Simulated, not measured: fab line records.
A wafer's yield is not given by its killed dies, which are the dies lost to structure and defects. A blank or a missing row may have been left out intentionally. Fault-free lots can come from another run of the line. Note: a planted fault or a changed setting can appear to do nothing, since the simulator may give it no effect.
Chamber matching	flow nand_harc	NHARC_A_M0_PRE_CLEAN_31 on pecvd-01: 3 sister chambers
The step time 12 s. 3 wafers are shown with their chamber, then 7 later ones without.

== EACH WAFER AND ITS CHAMBER ==
wafer	chamber	heater_power_w (W)
L090.4	0	526
L093.1	2	593
L093.2	1	986

== WAFERS WITH NO CHAMBER GIVEN ==
wafer	heater_power_w (W)
L093.3	605
L091.2	941
L091.4	933
L091.6	954
L092.2	691
L092.3	569
L092.6	934

== EACH ONE'S CHAMBER ==
wafer	from the rows above	in truth
L093.3	can't be placed: 2 or 0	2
L091.2	1	1
L091.4	1	1
L091.6	1	1
L092.2	can't be placed: 2 or 0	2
L092.3	can't be placed: 2 or 0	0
L092.6	1	1
4 of 7 placed correctly. From these rows, 3 cannot be placed; in 3 the true chamber is one of the candidates. Number placed wrongly: 0.
How it was worked out, from the rows above alone: a wafer's distance from a chamber is the root of the sum, over the readings, of the square of ((its reading less the chamber's mean) divided by the reading's scatter). If the next closest chamber is less than 2 further off than the closest, the wafer can't be placed; otherwise it belongs to the closest. The mean given for a chamber averages the wafers shown for that chamber. The scatter (one wafer shown for each chamber): square how far every hidden wafer sits from the nearest shown wafer, average those squares and take the square root.
